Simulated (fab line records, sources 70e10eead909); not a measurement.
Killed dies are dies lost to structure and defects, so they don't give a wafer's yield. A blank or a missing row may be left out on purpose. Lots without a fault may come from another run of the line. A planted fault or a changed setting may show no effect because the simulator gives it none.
Which tool did it? | flow nand_harc | 14 lots, 38 wafers sampled, at 5 steps of a route of 1159

WHAT THE GAUGES READ, wafer by wafer
NHARC_A_BONDPAD_INSPECT_23. Usual: raw_defect_count 490, standard deviation 140.
lot  | measured     | on                | raw_defect_count | flag
L714 | day 18 05:34 | defect_inspect-02 | 548 784 717      |
L715 | day 18 06:16 | defect_inspect-01 | 391 492 797      |
L716 | day 18 08:05 | defect_inspect-02 | 475 371 446      |
L712 | day 18 08:56 | defect_inspect-01 | 567 450 541      |
L717 | day 19 06:02 | defect_inspect-02 | 419 633 504      |
L713 | day 19 08:38 | defect_inspect-01 | 654 504 646      |
L718 | day 19 09:16 | defect_inspect-02 | 395 298 402      |
L719 | day 20 05:28 | defect_inspect-01 | 469 327 333      |
L721 | day 20 06:13 | defect_inspect-02 | 378 395 309      |
L720 | day 20 12:13 | defect_inspect-01 | 551 529 554      |
L722 | day 21 05:40 | defect_inspect-02 | 455 404          |
L725 | day 21 08:58 | defect_inspect-01 | 471              |
L724 | day 21 19:32 | defect_inspect-01 | 684 454          |
L726 | day 22 04:05 | defect_inspect-02 | 578 509 321      |

NHARC_THIN_TSV_THK_MEAS_02: measures by ir. Usual: thk_nm 3007 nm, standard deviation 220.
lot  | measured     | on            | thk_nm (nm)    | flag
L714 | day 18 18:59 | film_metro-01 | 3407 3275 3354 |
L715 | day 18 21:22 | film_metro-02 | 3134 3100 2935 |
L716 | day 18 17:45 | film_metro-02 | 2981 2698 3115 |
L712 | day 18 20:11 | film_metro-01 | 3355 3254 3362 |
L717 | day 19 18:10 | film_metro-01 | 2876 2819 3271 |
L713 | day 19 20:33 | film_metro-01 | 2754 2888 2868 |
L718 | day 19 19:21 | film_metro-01 | 2632 3168 3181 |
L719 | day 20 21:07 | film_metro-02 | 3394 3571 2983 |
L721 | day 20 19:56 | film_metro-02 | 3004 2627 2822 |
L720 | day 21 01:35 | film_metro-01 | 2900 2609 3043 |
L722 | day 21 17:13 | film_metro-02 | 1 1            | OFF
L725 | day 21 19:37 | film_metro-01 | 1              | OFF
L724 | day 22 10:19 | film_metro-01 | 0 0            | OFF
L726 | day 22 15:53 | film_metro-01 | 0 0 0          | OFF

WHICH TOOL RAN EACH LOT (tool, then ch and the chambers of the sampled wafers, then the start)
lot  | NHARC_A_BONDPAD_ETCH_34            | NHARC_A_BONDPAD_CMP_19        | NHARC_THIN_TSV_GRIND_00
L714 | rie_diel-05 ch 1,2,3, day 18 03:04 | cmp-01 ch 1,2, day 18 05:02   | grinder-01 ch 0, day 18 17:40
L715 | rie_diel-05 ch 0,2,3, day 18 03:44 | cmp-02 ch 0,1,3, day 18 05:44 | grinder-01 ch 0, day 18 20:05
L716 | rie_diel-05 ch 2,3, day 18 05:32   | cmp-03 ch 0,2, day 18 07:34   | grinder-01 ch 0, day 18 16:40
L712 | rie_diel-12 ch 0,1,3, day 18 06:25 | cmp-03 ch 0,1,3, day 18 08:25 | grinder-01 ch 0, day 18 18:41
L717 | rie_diel-05 ch 0,1,2, day 19 03:19 | cmp-03 ch 0,3, day 19 05:31   | grinder-01 ch 0, day 19 17:04
L713 | rie_diel-12 ch 1,2,3, day 19 06:10 | cmp-03 ch 0,2,3, day 19 08:07 | grinder-01 ch 0, day 19 19:04
L718 | rie_diel-05 ch 0,1,2, day 19 06:46 | cmp-03 ch 0,1,3, day 19 08:48 | grinder-01 ch 0, day 19 18:04
L719 | rie_diel-05 ch 0,2,3, day 20 02:51 | cmp-02 ch 0,1,3, day 20 04:55 | grinder-01 ch 0, day 20 19:49
L721 | rie_diel-05 ch 0,2, day 20 03:45   | cmp-01 ch 0,1,2, day 20 05:45 | grinder-01 ch 0, day 20 18:37
L720 | rie_diel-05 ch 0,1, day 20 09:43   | cmp-02 ch 0,1,3, day 20 11:43 | grinder-01 ch 0, day 21 00:04
L722 | rie_diel-05 ch 0,1, day 21 03:04   | cmp-01 ch 2,3, day 21 05:11   | grinder-01 ch 0, day 21 15:44
L725 | rie_diel-05 ch 0, day 21 06:25     | cmp-01 ch 0, day 21 08:26     | grinder-01 ch 0, day 21 18:31
L724 | rie_diel-05 ch 0,2, day 21 17:01   | cmp-01 ch 1,3, day 21 18:59   | grinder-01 ch 0, day 22 09:13
L726 | rie_diel-05 ch 1,2,3, day 22 01:07 | cmp-01 ch 0,1,3, day 22 03:31 | grinder-01 ch 0, day 22 14:24
- NHARC_A_BONDPAD_ETCH_34: etches the open film in N2/H2, target depth 60 nm, overetch 18 nm, time 65.91 s.
- NHARC_A_BONDPAD_CMP_19: polishes, t overpolish 30 s, cu recess touch 16 s, target thk 169.8 nm.
- NHARC_THIN_TSV_GRIND_00

WHAT THE TOOLS THEMSELVES READ (means of the sampled wafers that have a number; where no wafer has one, the mark that the record gives instead)
NHARC_A_BONDPAD_ETCH_34. Usual: drypump_motor_current_A 5.56 A, standard deviation 0.21; oes_product_au 1.002 a.u., standard deviation 0.014; rf_vpp_V 429.0 V, standard deviation 2.5; showerhead_plenum_p_Torr 1.99 Torr, standard deviation 0.08; throttle_valve_pct 14.171 %, standard deviation 0.0099.
lot  | tool        | drypump_motor_current_A (A) | oes_product_au (a.u.) | rf_vpp_V (V) | showerhead_plenum_p_Torr (Torr) | throttle_valve_pct (%) | flag
L714 | rie_diel-05 | 5.52                        | 1.012                 | 428.1        | 1.94                            | 14.169                 |
L715 | rie_diel-05 | 5.61                        | 1.007                 | 429.6        | 2.00                            | 14.164                 |
L716 | rie_diel-05 | 5.61                        | 1.008                 | 427.4        | 1.94                            | 14.163                 |
L712 | rie_diel-12 | 5.82                        | 1.003                 | 428.8        | 1.98                            | 14.178                 |
L717 | rie_diel-05 | 5.61                        | 1.017                 | 428.9        | 1.96                            | 14.178                 |
L713 | rie_diel-12 | 5.76                        | 1.004                 | 431.6        | 2.08                            | 14.168                 |
L718 | rie_diel-05 | 5.61                        | 1.011                 | 427.8        | 1.96                            | 14.175                 |
L719 | rie_diel-05 | 5.60                        | 1.002                 | 428.7        | 2.00                            | 14.178                 |
L721 | rie_diel-05 | 5.73                        | 0.997                 | 430.3        | 2.01                            | 14.174                 |
L720 | rie_diel-05 | 5.61                        | 1.006                 | 429.9        | 2.01                            | 14.183                 |
L722 | rie_diel-05 | 5.56                        | 1.005                 | 429.8        | 1.98                            | 14.165                 |
L725 | rie_diel-05 | 5.73                        | 1.000                 | 432.1        | 2.07                            | 14.172                 |
L724 | rie_diel-05 | 5.73                        | 0.986                 | 429.4        | 1.98                            | 14.175                 |
L726 | rie_diel-05 | 5.50                        | 1.008                 | 427.1        | 1.94                            | 14.172                 |

NHARC_A_BONDPAD_CMP_19. Usual: motor_current_A 12.1 A, standard deviation 0.84; overpolish_run_s 30.000 s, standard deviation 0.0099; retaining_ring_pressure_frac 1.000, standard deviation 0.0047.
lot  | tool   | motor_current_A (A) | overpolish_run_s (s) | retaining_ring_pressure_frac | flag
L714 | cmp-01 | 11.3                | 29.998               | 1.001                        |
L715 | cmp-02 | 12.0                | 30.002               | 0.999                        |
L716 | cmp-03 | 11.6                | 30.001               | 1.006                        |
L712 | cmp-03 | 11.9                | 29.987               | 0.997                        |
L717 | cmp-03 | 12.0                | 30.008               | 0.997                        |
L713 | cmp-03 | 12.8                | 29.997               | 0.999                        |
L718 | cmp-03 | 12.4                | 30.007               | 0.998                        |
L719 | cmp-02 | 12.7                | 30.004               | 1.006                        |
L721 | cmp-01 | 11.5                | 29.991               | 0.997                        |
L720 | cmp-02 | 12.8                | 30.000               | 1.005                        |
L722 | cmp-01 | 12.5                | 29.998               | 1.001                        |
L725 | cmp-01 | 12.0                | 30.003               | 0.992                        |
L724 | cmp-01 | 11.8                | 29.986               | 0.997                        |
L726 | cmp-01 | 12.2                | 30.003               | 1.000                        |

NHARC_THIN_TSV_GRIND_00. Usual: motor_current_A 12.000 A, standard deviation 0.02.
lot  | tool       | motor_current_A (A) | flag
L714 | grinder-01 | 12.009              |
L715 | grinder-01 | 12.007              |
L716 | grinder-01 | 11.989              |
L712 | grinder-01 | 11.988              |
L717 | grinder-01 | 12.001              |
L713 | grinder-01 | 12.010              |
L718 | grinder-01 | 11.990              |
L719 | grinder-01 | 11.992              |
L721 | grinder-01 | 12.006              |
L720 | grinder-01 | 11.994              |
L722 | grinder-01 | 12.009              |
L725 | grinder-01 | 11.999              |
L724 | grinder-01 | 11.994              |
L726 | grinder-01 | 11.985              |

THE ANSWER, worked out from the rows above alone
Rule: a lot is off if the mean of its wafers that have a number lies more than 3 standard deviations from the usual mean. A lot without any number at a reading at which 4 lots or more have one is off too. The other lots that the step has rows for count as sound. The gauges are gone through in route order, then the tools' own readings, and for those a lot's mean is taken as printed above. The first step at which some lot is off is used, and at that step the reading that is off furthest; a lot without a number counts as furthest.
Off: L722, L725, L724, L726, at NHARC_THIN_TSV_THK_MEAS_02 (thk_nm).
A tool fits if, at a process step before that reading, it ran every lot that is off, and no sound lot after the first of them. The gauges at NHARC_THIN_TSV_THK_MEAS_02 are tried like those tools. Can't be told from this: 3 tools fit, rie_diel-05 at NHARC_A_BONDPAD_ETCH_34, cmp-01 at NHARC_A_BONDPAD_CMP_19, grinder-01 at NHARC_THIN_TSV_GRIND_00.

WHAT THE SIMULATOR HAD PUT IN
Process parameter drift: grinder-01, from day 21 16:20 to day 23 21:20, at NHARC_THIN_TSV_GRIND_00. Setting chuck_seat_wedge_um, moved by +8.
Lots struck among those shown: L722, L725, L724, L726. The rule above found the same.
